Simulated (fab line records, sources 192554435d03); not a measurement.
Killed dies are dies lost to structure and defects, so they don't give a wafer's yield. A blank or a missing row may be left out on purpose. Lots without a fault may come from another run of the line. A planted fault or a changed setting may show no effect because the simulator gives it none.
fab line records | flow n5_finfet | part 1 of 2: steps 1 to 19 of 28
record lots=5 wafers=15 last_day=17
route steps=1938 shown BEOL_M10@1502
lots that met no fault: from a run of the same line without faults
start_h: hours from the record's first day to the start of the lot's first wafer shown | wait_h: hours since the lot's step before | " the same as in the row above | L1.1+2: a row that stands for several wafers | - no value, or no start given | * or withheld: withheld | < > ~ a bound
route shown NAME@n: a module of which the file shows steps, and the number in the route of the first | usual: mean/standard deviation of fault-free wafers | same: alike in all rows | chamber/n: place in a boat | sites: the reading at each site | _std_site: their standard deviation | _edge_site: outer sites' mean less inner sites' | radius_mm: how far each site lies from the wafer's centre | mask NAME#n: copy n | behind: the tool/chamber that last shaped the wafer | hold: why the lot was held/for how many hours/how that ended | device: the transistor (n, p or np) that didn't switch | end of line: the same wafers' tests at the end of the route | a step without rows: its recipe alone | killed: dies lost to structure and defects at the first sort, not the wafer's yield | map: a wafer's dies, x killed, . not, _ none there
set.NAME: the setting as run; set.NAME@STEP: as run at that earlier step | model.NAME: the simulator's own value behind a step, which no gauge read
lots at some steps of the route; a table a step, a row a wafer
services: from which hour (start_h, from the record's first day; less than 0 if before it) a tool's chamber was out of use, for how many hours, and why
## steps
# step N5_BEOL_M10_CD_MEAS_28
# recipe target_cd_nm=70 landing_energy_ev=500 detector=se_inlens polarity=opening
# usual cd_nm=69.7/0.75
# columns lot.wafer tool chamber start_h wait_h cd_nm
L083.2 cd_sem-03 0 279.75 - 69.7
L083.4 " 0 " " 69.4
L083.6 " 0 " " 69.2
L082.1 cd_sem-02 0 281.99 - 69.7
L082.2 " 0 " " 69.8
L082.6 " 0 " " 69.3
L085.1 cd_sem-02 0 286.61 - 70.2
L085.3 " 0 " " 70.9
L085.6 " 0 " " 69.8
L088.1 cd_sem-02 0 308.81 - 68.8
L088.2 " 0 " " 69.3
L088.6 " 0 " " 69.8
L096.3 cd_sem-02 0 355.26 - 70.3
L096.4 " 0 " " 70.2
L096.5 " 0 " " 69.1
# step N5_BEOL_M10_OVL_MEAS_29
# recipe points_per_wafer=44
# usual V9_OVL=0.1/0.72
# columns lot.wafer tool chamber start_h wait_h V9_OVL[nm]
L083.2 overlay-02 0 279.78 0.0 -0.2
L083.4 " 0 " " 0.3
L083.6 " 0 " " -0.8
L082.1 overlay-01 0 282.02 0.0 1.0
L082.2 " 0 " " 2.3
L082.6 " 0 " " 0.6
L085.1 overlay-01 0 286.64 0.0 -0.6
L085.3 " 0 " " 0.1
L085.6 " 0 " " -0.2
L088.1 overlay-02 0 308.84 0.0 0.9
L088.2 " 0 " " 0.4
L088.6 " 0 " " -0.5
L096.3 overlay-02 0 355.29 0.0 -0.8
L096.4 " 0 " " -0.2
L096.5 " 0 " " -0.1
# step N5_BEOL_M10_INSPECT_30
# recipe mode=adi inspect_instrument=brightfield
# usual raw_defect_count=403/88
# columns lot.wafer tool chamber start_h wait_h raw_defect_count
L083.2 defect_inspect-01 - 279.81 0.0 425
L083.4 " - " " 358
L083.6 " - " " 333
L082.1 defect_inspect-01 - 282.05 0.0 408
L082.2 " - " " 294
L082.6 " - " " 577
L085.1 defect_inspect-01 - 286.67 0.0 456
L085.3 " - " " 320
L085.6 " - " " 437
L088.1 defect_inspect-01 - 308.86 0.0 403
L088.2 " - " " 324
L088.6 " - " " 396
L096.3 defect_inspect-01 - 355.32 0.0 393
L096.4 " - " " 533
L096.5 " - " " 468
# step N5_BEOL_M10_DESCUM_33
# recipe chemistry=O2 time_s=7.9 source_power_w=50 bias_power_w=20 pressure_mtorr=20 rf_frequency_hz=2.712e+07 temp_c=40 resist=CAR-ArF o2_flow_sccm=225
# usual drypump_motor_current_A=5.9/0.39 oes_product_au=0.81/0.099 rf_vpp_V=243.0/1.2 showerhead_plenum_p_Torr=2.08/0.051 throttle_valve_pct=20.42/0.24
# columns lot.wafer tool chamber start_h wait_h drypump_motor_current_A oes_product_au rf_hours_counter_h rf_vpp_V showerhead_plenum_p_Torr throttle_valve_pct
L083.2 rie_diel-03 2 279.91 0.1 5.8 0.68 222 240.8 2.07 20.64
L083.4 " 2 " " 5.8 0.68 - 242.7 2.07 20.65
L083.6 " 3 " " 6.2 0.94 - 241.1 2.04 20.15
L082.1 rie_diel-03 0 282.08 0.0 5.5 0.96 11 244.1 2.14 20.03
L082.2 " 2 " " 5.8 0.68 223 242.6 2.07 20.63
L082.6 " 3 " " 6.2 0.95 - 243.6 2.04 20.16
L085.1 rie_diel-03 3 286.82 0.2 6.1 0.93 21 240.9 2.04 20.16
L085.3 " 1 " " 6.0 0.89 23 242.0 2.05 20.40
L085.6 " 3 " " 6.1 0.94 - 243.1 2.04 20.15
L088.1 rie_diel-01 3 308.91 0.0 6.1 0.79 100 242.9 2.11 20.60
L088.2 " 0 " " 6.5 0.81 78 244.7 2.20 20.53
L088.6 " 3 " " 6.1 0.80 - 243.8 2.11 20.61
L096.3 rie_diel-03 1 355.35 0.0 6.0 0.86 45 242.7 2.04 20.42
L096.4 " 0 " " 5.5 0.91 38 244.4 2.13 20.07
L096.5 " 2 " " 5.8 0.67 - 243.0 2.06 20.69
# step N5_BEOL_M10_ETCH_65
# recipe chemistry=CF4 target=SiARC target_depth_a=390 mask_material=CAR-ArF time_s=65 ion_energy_ev=80 pressure_mtorr=40 source_w=545 bias_w=36 Ar_flow_sccm=100 cf4_flow_sccm=100 ends=cleared
# usual drypump_motor_current_A=5.9/0.39 etch_rf_on_time_s=65.2/1.1 oes_product_au=0.69/0.085 rf_vpp_V=184.0/1 showerhead_plenum_p_Torr=2.14/0.051 throttle_valve_pct=15.62/0.27
# columns lot.wafer tool chamber start_h wait_h drypump_motor_current_A etch_rf_on_time_s oes_product_au rf_hours_counter_h rf_vpp_V showerhead_plenum_p_Torr throttle_valve_pct
L083.2 rie_diel-03 2 279.94 0.0 5.8 67.4 0.58 222 185.0 2.11 15.86
L083.4 " 2 " " 5.8 67.3 0.57 - 184.4 2.11 15.85
L083.6 " 3 " " 6.2 63.6 0.81 - 182.1 2.10 15.32
L082.1 rie_diel-03 0 282.12 0.0 5.5 65.1 0.82 11 183.9 2.19 15.22
L082.2 " 2 " " 5.8 67.5 0.57 223 182.5 2.11 15.87
L082.6 " 3 " " 6.2 63.8 0.80 - 184.6 2.10 15.32
L085.1 rie_diel-03 3 286.85 0.0 6.2 63.1 0.81 21 183.6 2.10 15.33
L085.3 " 1 " " 6.0 63.9 0.77 23 183.1 2.10 15.54
L085.6 " 3 " " 6.1 64.1 0.80 - 183.5 2.10 15.32
L088.1 rie_diel-01 3 308.95 0.0 6.1 65.0 0.68 100 184.4 2.16 15.75
L088.2 " 0 " " 6.5 65.9 0.69 78 183.7 2.25 15.74
L088.6 " 3 " " 6.1 64.6 0.69 - 185.1 2.16 15.73
L096.3 rie_diel-03 1 355.38 0.0 6.0 64.8 0.74 45 183.0 2.10 15.58
L096.4 " 0 " " 5.5 64.7 0.77 38 185.0 2.18 15.26
L096.5 " 2 " " 5.8 67.9 0.56 - 185.0 2.10 15.90
# step N5_BEOL_M10_ETCH_66
# recipe chemistry=N2/H2 target=SOC target_depth_a=1200 overetch_a=240 mask_material=SiARC temp_c=40 time_s=180 ion_energy_ev=200 pressure_mtorr=30 source_w=840 bias_w=150 n2_flow_sccm=200 h2_flow_sccm=200
# usual drypump_motor_current_A=5.9/0.39 n2_flow_sccm=200.0/0.52 oes_product_au=0.65/0.076 rf_vpp_V=523.7/1.9 showerhead_plenum_p_Torr=2.54/0.063 throttle_valve_pct=17.87/0.26
# columns lot.wafer tool chamber start_h wait_h drypump_motor_current_A n2_flow_sccm oes_product_au rf_hours_counter_h rf_vpp_V showerhead_plenum_p_Torr throttle_valve_pct
L083.2 rie_diel-03 2 279.99 0.0 5.8 199.5 0.55 222 521.6 2.52 18.05
L083.4 " 2 " " 5.8 199.6 0.56 - 522.2 2.52 18.08
L083.6 " 3 " " 6.1 201.2 0.75 - 523.0 2.49 17.54
L082.1 rie_diel-03 0 282.17 0.0 5.5 200.2 0.77 11 524.6 2.61 17.46
L082.2 " 2 " " 5.8 200.1 0.55 223 522.9 2.52 18.09
L082.6 " 3 " " 6.2 200.1 0.76 - 521.8 2.49 17.53
L085.1 rie_diel-03 3 286.90 0.0 6.2 200.2 0.75 21 522.9 2.49 17.54
L085.3 " 1 " " 6.0 199.9 0.73 23 522.0 2.49 17.85
L085.6 " 3 " " 6.2 200.6 0.75 - 524.2 2.49 17.54
L088.1 rie_diel-01 3 309.00 0.0 6.1 200.1 0.64 100 525.3 2.56 17.97
L088.2 " 0 " " 6.5 200.2 0.65 78 528.6 2.68 17.94
L088.6 " 3 " " 6.1 200.5 0.64 - 523.9 2.56 17.97
L096.3 rie_diel-03 1 355.43 0.0 6.0 200.2 0.70 45 523.2 2.48 17.92
L096.4 " 0 " " 5.5 199.8 0.73 38 525.3 2.60 17.50
L096.5 " 2 " " 5.8 199.9 0.55 - 521.4 2.51 18.10
# step N5_BEOL_M10_STRIP_69
# recipe chemistry=N2/H2 temp_c=40 n2_flow_sccm=200 h2_flow_sccm=200 rf_frequency_hz=6e+07
# columns lot.wafer tool chamber start_h wait_h
L083.2+4+6 rie_diel-03 2,2,3 280.11 0.1
L082.1+2+6 rie_diel-03 0,2,3 282.28 0.1
L085.1+3+6 rie_diel-03 3,1,3 287.02 0.1
L088.1+2+6 rie_diel-01 3,0,3 309.11 0.1
L096.3+4+5 rie_diel-03 1,0,2 355.55 0.1
# step N5_BEOL_M10_VIA_ETCH_34
# recipe chemistry=C4F6/O2 target=SiCOH_lowk target_depth_a=1845 mask_material=SOC taper_deg=4 time_s=69.2 ion_energy_ev=250 pressure_mtorr=30 source_w=345 bias_w=185 Ar_flow_sccm=300 C4F6_flow_sccm=10 O2_flow_sccm=10
# usual drypump_motor_current_A=5.9/0.4 oes_product_au=0.81/0.099 rf_vpp_V=665/7.7 showerhead_plenum_p_Torr=2.84/0.068 throttle_valve_pct=20.91/0.25
# columns lot.wafer tool chamber start_h wait_h drypump_motor_current_A oes_product_au rf_hours_counter_h rf_vpp_V showerhead_plenum_p_Torr throttle_valve_pct
L083.2 rie_diel-03 2 280.12 0.0 5.8 0.67 222 665 2.80 21.07
L083.4 " 2 " " 5.8 0.67 - 663 2.80 21.05
L083.6 " 3 " " 6.2 0.94 - 673 2.78 20.60
L082.1 rie_diel-03 0 282.29 0.0 5.5 0.96 11 656 2.91 20.54
L082.2 " 2 " " 5.8 0.67 223 663 2.80 21.07
L082.6 " 3 " " 6.1 0.94 - 672 2.78 20.61
L085.1 rie_diel-03 3 287.03 0.0 6.1 0.94 21 673 2.78 20.61
L085.3 " 1 " " 6.0 0.90 23 668 2.79 20.89
L085.6 " 3 " " 6.2 0.93 - 674 2.78 20.61
L088.1 rie_diel-01 3 309.12 0.0 6.1 0.79 101 662 2.87 21.06
L088.2 " 0 " " 6.5 0.81 78 680 2.99 21.09
L088.6 " 3 " " 6.1 0.79 - 661 2.87 21.06
L096.3 rie_diel-03 1 355.56 0.0 6.0 0.86 45 668 2.78 20.92
L096.4 " 0 " " 5.5 0.92 38 658 2.90 20.58
L096.5 " 2 " " 5.8 0.66 - 664 2.79 21.09
# step N5_BEOL_M10_STRIP_73
# recipe chemistry=C4F6/O2 resist=SiARC rf_frequency_hz=6e+07
# columns lot.wafer tool chamber start_h wait_h
L083.2+4+6 rie_diel-03 2,2,3 280.17 0.0
L082.1+2+6 rie_diel-03 0,2,3 282.34 0.0
L085.1+3+6 rie_diel-03 3,1,3 287.08 0.0
L088.1+2+6 rie_diel-01 3,0,3 309.18 0.0
L096.3+4+5 rie_diel-03 1,0,2 355.61 0.0
# step N5_BEOL_M10_STRIP_36
# recipe chemistry=N2/H2 power_w=450 temp_c=40 pressure_mtorr=20 rf_frequency_hz=6e+07 overash_fraction=0.3 bias_power_w=7 h2_frac=0.5 n2_flow_sccm=200 h2_flow_sccm=200
# usual drypump_motor_current_A=5.9/0.39 n2_flow_sccm=200.0/0.58 oes_product_au=0.81/0.1 rf_vpp_V=59.2/1.9 showerhead_plenum_p_Torr=2.53/0.063 throttle_valve_pct=23.74/0.25
# columns lot.wafer tool chamber start_h wait_h drypump_motor_current_A n2_flow_sccm oes_product_au rf_hours_counter_h rf_vpp_V showerhead_plenum_p_Torr throttle_valve_pct
L083.2 rie_diel-03 2 280.18 0.0 5.8 198.7 0.67 222 62.6 2.51 23.80
L083.4 " 2 " " 5.8 199.8 0.69 - 58.6 2.51 23.80
L083.6 " 3 " " 6.2 199.5 0.95 - 58.2 2.49 23.34
L082.1 rie_diel-03 0 282.35 0.0 5.5 199.2 0.96 11 60.9 2.60 23.34
L082.2 " 2 " " 5.8 200.2 0.68 223 56.0 2.51 23.78
L082.6 " 3 " " 6.2 199.6 0.93 - 60.3 2.49 23.36
L085.1 rie_diel-03 3 287.09 0.0 6.1 201.1 0.94 21 58.9 2.48 23.39
L085.3 " 1 " " 6.0 200.8 0.91 23 58.4 2.49 23.86
L085.6 " 3 " " 6.1 200.7 0.93 - 60.9 2.49 23.35
L088.1 rie_diel-01 3 309.19 0.0 6.1 200.1 0.79 101 58.6 2.55 23.89
L088.2 " 0 " " 6.5 200.4 0.81 78 60.3 2.67 23.79
L088.6 " 3 " " 6.1 199.8 0.80 - 58.1 2.55 23.87
L096.3 rie_diel-03 1 355.62 0.0 6.0 199.3 0.86 45 58.0 2.48 23.90
L096.4 " 0 " " 5.5 200.6 0.92 38 59.9 2.59 23.31
L096.5 " 2 " " 5.8 200.6 0.67 - 57.9 2.51 23.86
# step N5_BEOL_M10_TRENCH_ETCH_37
# recipe chemistry=C4F6/O2 target_depth_a=1488.3 target=SiCOH_lowk time_s=48 ion_energy_ev=250 pressure_mtorr=30 source_w=345 bias_w=185 Ar_flow_sccm=300 C4F6_flow_sccm=10 O2_flow_sccm=10
# usual drypump_motor_current_A=5.9/0.39 oes_product_au=0.81/0.1 rf_vpp_V=665/7.7 showerhead_plenum_p_Torr=2.84/0.068 throttle_valve_pct=20.94/0.25
# columns lot.wafer tool chamber start_h wait_h drypump_motor_current_A oes_product_au rf_hours_counter_h rf_vpp_V showerhead_plenum_p_Torr throttle_valve_pct
L083.2 rie_diel-03 2 - - 5.8 0.68 222 663 2.80 21.08
L083.4 " 2 " " 5.8 0.68 - 665 2.80 21.08
L083.6 " 3 " " 6.2 0.95 - 672 2.78 20.63
L082.1 rie_diel-03 0 - - 5.5 0.96 11 658 2.91 20.56
L082.2 " 2 " " 5.8 0.67 223 664 2.80 21.10
L082.6 " 3 " " 6.1 0.94 - 672 2.78 20.64
L085.1 rie_diel-03 3 - - 6.1 0.94 21 673 2.78 20.64
L085.3 " 1 " " 6.0 0.90 23 668 2.79 20.91
L085.6 " 3 " " 6.1 0.95 - 672 2.78 20.64
L088.1 rie_diel-01 3 - - 6.1 0.80 101 662 2.87 21.11
L088.2 " 0 " " 6.5 0.82 79 679 2.99 21.08
L088.6 " 3 " " 6.1 0.79 - 662 2.87 21.10
L096.3 rie_diel-03 1 - - 6.0 0.86 45 666 2.78 20.96
L096.4 " 0 " " 5.5 0.91 38 657 2.90 20.60
L096.5 " 2 " " 5.8 0.66 - 664 2.79 21.12
# step N5_BEOL_M10_ETCH_41
# recipe chemistry=CH3F/O2 target=SiCN target_depth_a=426 taper_deg=2 time_s=86 ion_energy_ev=120 mask_material=TiN pressure_mtorr=30 source_w=395 bias_w=75 Ar_flow_sccm=150 CH3F_flow_sccm=30 O2_flow_sccm=20
# usual drypump_motor_current_A=5.9/0.39 oes_product_au=0.81/0.099 rf_vpp_V=297.2/1.2 showerhead_plenum_p_Torr=1.99/0.05 throttle_valve_pct=16.32/0.27
# columns lot.wafer tool chamber start_h wait_h drypump_motor_current_A oes_product_au rf_hours_counter_h rf_vpp_V showerhead_plenum_p_Torr throttle_valve_pct
L083.2 rie_diel-03 2 - - 5.8 0.67 222 298.5 1.97 16.52
L083.4 " 2 " " 5.8 0.67 - 296.9 1.97 16.54
L083.6 " 3 " " 6.2 0.93 - 297.0 1.95 16.01
L082.1 rie_diel-03 0 - - 5.5 0.97 11 297.4 2.04 15.90
L082.2 " 2 " " 5.8 0.68 224 297.8 1.97 16.55
L082.6 " 3 " " 6.2 0.94 - 296.2 1.95 16.02
L085.1 rie_diel-03 3 - - 6.2 0.94 21 295.6 1.95 16.02
L085.3 " 1 " " 6.0 0.90 23 297.6 1.96 16.24
L085.6 " 3 " " 6.2 0.94 - 297.1 1.95 16.03
L088.1 rie_diel-01 3 - - 6.1 0.79 101 296.9 2.02 16.46
L088.2 " 0 " " 6.5 0.81 79 300.6 2.11 16.44
L088.6 " 3 " " 6.1 0.79 - 298.6 2.02 16.46
L096.3 rie_diel-03 1 - - 6.0 0.86 45 295.3 1.95 16.28
L096.4 " 0 " " 5.5 0.90 38 298.6 2.04 15.97
L096.5 " 2 " " 5.8 0.66 - 296.9 1.96 16.58
# step N5_BEOL_M10_STRIP_77
# recipe chemistry=N2/H2 time_s=10 power_w=450 temp_c=40 pressure_mtorr=20 rf_frequency_hz=6e+07 bias_power_w=7 n2_flow_sccm=200 h2_flow_sccm=200
# usual drypump_motor_current_A=5.9/0.4 n2_flow_sccm=200.0/0.63 oes_product_au=0.81/0.099 rf_vpp_V=59.3/0.73 showerhead_plenum_p_Torr=2.53/0.063 throttle_valve_pct=23.74/0.25
# columns lot.wafer tool chamber start_h wait_h drypump_motor_current_A n2_flow_sccm oes_product_au rf_hours_counter_h rf_vpp_V showerhead_plenum_p_Torr throttle_valve_pct
L083.2 rie_diel-03 2 - - 5.8 200.1 0.68 222 60.9 2.51 23.79
L083.4 " 2 " " 5.8 200.1 0.67 - 58.7 2.51 23.78
L083.6 " 3 " " 6.2 199.6 0.95 - 59.8 2.49 23.36
L082.1 rie_diel-03 0 - - 5.5 199.2 0.96 11 58.4 2.60 23.30
L082.2 " 2 " " 5.8 199.9 0.67 224 58.5 2.51 23.80
L082.6 " 3 " " 6.1 199.5 0.93 - 59.9 2.48 23.35
L085.1 rie_diel-03 3 - - 6.1 200.4 0.93 21 59.6 2.48 23.36
L085.3 " 1 " " 6.0 200.3 0.91 23 57.8 2.49 23.86
L085.6 " 3 " " 6.2 200.8 0.94 - 57.9 2.48 23.36
L088.1 rie_diel-01 3 - - 6.1 200.2 0.79 101 58.9 2.55 23.87
L088.2 " 0 " " 6.5 201.1 0.81 79 60.0 2.67 23.79
L088.6 " 3 " " 6.1 199.7 0.80 - 58.2 2.55 23.88
L096.3 rie_diel-03 1 - - 6.0 200.5 0.86 45 59.3 2.48 23.88
L096.4 " 0 " " 5.5 198.4 0.91 38 60.0 2.59 23.33
L096.5 " 2 " " 5.8 200.8 0.67 - 59.2 2.51 23.83
# step N5_BEOL_M10_OCD_MEAS_38
# usual trench_depth_nm=148.2/2.3
# columns lot.wafer tool chamber start_h wait_h trench_depth_nm
L083.2 ocd-01 - 280.40 - 145.3
L083.4 " - " " 145.3
L083.6 " - " " 152.8
L082.1 ocd-01 - 282.58 - 149.5
L082.2 " - " " 145.0
L082.6 " - " " 152.4
L085.1 ocd-02 - 287.31 - 152.6
L085.3 " - " " 149.7
L085.6 " - " " 153.5
L088.1 ocd-02 - 309.41 - 148.4
L088.2 " - " " 147.2
L088.6 " - " " 147.7
L096.3 ocd-02 - 355.85 - 150.3
L096.4 " - " " 149.7
L096.5 " - " " 143.8
# step N5_BEOL_M10_HM_STRIP_39
# recipe chemistry=peroxide_tin_strip material=TiN target_depth_a=250 temp_c=50 time_s=158
# columns lot.wafer tool chamber start_h wait_h
L083.2+4+6 wet_bench-01 7,1,4 280.43 0.0
L082.1+2+6 wet_bench-01 4,6,7 282.61 0.0
L085.1+3+6 wet_bench-04 3,2,7 287.35 0.0
L088.1+2+6 wet_bench-06 5,7,3 309.44 0.0
L096.3+4+5 wet_bench-06 5,6,7 355.95 0.1
# step N5_BEOL_M10_SRD_40
# recipe time_s=30 temp_c=23 rinse_liquid=diw dry=ipa_marangoni
# columns lot.wafer tool chamber start_h wait_h
L083.2+4+6 wet_bench-01 7,1,4 280.48 0.0
L082.1+2+6 wet_bench-01 4,6,7 282.66 0.0
L085.1+3+6 wet_bench-04 3,2,7 287.40 0.0
L088.1+2+6 wet_bench-06 5,7,3 309.49 0.0
L096.3+4+5 wet_bench-06 5,6,7 356.00 0.0
# step N5_BEOL_M10_PRECLEAN_42
# recipe chemistry=residue_remover time_s=60 temp_c=40
# columns lot.wafer tool chamber start_h wait_h
L083.2+4+6 wet_bench-01 7,1,4 280.50 0.0
L082.1+2+6 wet_bench-01 4,6,7 282.67 0.0
L085.1+3+6 wet_bench-04 3,2,7 287.41 0.0
L088.1+2+6 wet_bench-06 5,7,3 309.50 0.0
L096.3+4+5 wet_bench-06 5,6,7 356.02 0.0
# step N5_BEOL_M10_SRD_43
# recipe time_s=30 temp_c=23 rinse_liquid=diw dry=ipa_marangoni
# columns lot.wafer tool chamber start_h wait_h
L083.2+4+6 wet_bench-01 7,1,4 280.51 0.0
L082.1+2+6 wet_bench-01 4,6,7 282.69 0.0
L085.1+3+6 wet_bench-04 3,2,7 287.43 0.0
L088.1+2+6 wet_bench-06 5,7,3 309.52 0.0
L096.3+4+5 wet_bench-06 5,6,7 356.03 0.0
# step N5_BEOL_M10_CD_MEAS_35
# recipe target_cd_nm=70 polarity=opening
# usual cd_nm=69.8/0.45
# columns lot.wafer tool chamber start_h wait_h cd_nm
L083.2 cd_sem-01 - 280.55 0.0 70.3
L083.4 " - " " 70.1
L083.6 " - " " 69.7
L082.1 cd_sem-01 - 282.73 0.0 70.4
L082.2 " - " " 69.5
L082.6 " - " " 69.9
L085.1 cd_sem-02 - 287.47 0.0 70.0
L085.3 " - " " 69.7
L085.6 " - " " 69.2
L088.1 cd_sem-02 - 309.56 0.0 69.7
L088.2 " - " " 69.8
L088.6 " - " " 69.8
L096.3 cd_sem-01 - 356.08 0.0 69.4
L096.4 " - " " 69.9
L096.5 " - " " 70.2
